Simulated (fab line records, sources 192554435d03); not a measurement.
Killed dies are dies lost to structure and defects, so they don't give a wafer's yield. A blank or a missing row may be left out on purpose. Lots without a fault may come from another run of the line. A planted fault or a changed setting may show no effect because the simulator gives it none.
Chamber matching | flow n5_finfet | N5_BEOL_M6_PECVD_70 on pecvd-02: 3 sister chambers
The step deposits SiO2 from TEOS/O2, target thk 20 nm, time 22.7 s. 6 wafers are shown with their chamber, then 10 later ones without.

WAFERS WITH THEIR CHAMBER
wafer  | chamber | showerhead_plenum_p_Torr (Torr) | throttle_valve_pct (%)
L081.1 | 0       | 8.81                            | 21.9
L083.5 | 0       | 8.81                            | 21.5
L089.3 | 2       | 8.70                            | 21.8
L089.6 | 2       | 8.69                            | 21.8
L092.1 | 1       | 8.64                            | 24.3
L092.4 | 1       | 8.63                            | 24.5

WAFERS WITHOUT THEIR CHAMBER
wafer  | showerhead_plenum_p_Torr (Torr) | throttle_valve_pct (%)
L092.6 | 8.67                            | 22.1
L094.1 | 8.79                            | 21.7
L094.2 | 8.64                            | 24.4
L094.5 | 8.67                            | 22.0
L097.2 | 8.63                            | 24.3
L097.3 | 8.79                            | 21.8
L097.6 | 8.81                            | 21.5
L096.2 | 8.69                            | 22.1
L096.4 | 8.64                            | 24.3
L096.6 | 8.82                            | 21.8

WHICH CHAMBER EACH WENT THROUGH
wafer  | from the rows above | in truth
L092.6 | 2                   | 2
L094.1 | 0                   | 0
L094.2 | 1                   | 1
L094.5 | 2                   | 2
L097.2 | 1                   | 1
L097.3 | 0                   | 0
L097.6 | 0                   | 0
L096.2 | 2                   | 2
L096.4 | 1                   | 1
L096.6 | 0                   | 0
Placed correctly: 10 of 10. Can't be placed from these rows: 0. Placed wrongly: 0.
How it was worked out, from the rows above alone: a wafer's distance from a chamber is the root of the sum, over the readings, of the square of ((its reading less the chamber's mean) divided by the reading's scatter). The wafer belongs to the nearest chamber; if the next one is less than 2 further off, it can't be placed. A chamber's mean is the mean of its shown wafers. The scatter: the root of (the sum of the squares of (reading less its chamber's mean) over the shown wafers, divided by (wafers less chambers)).
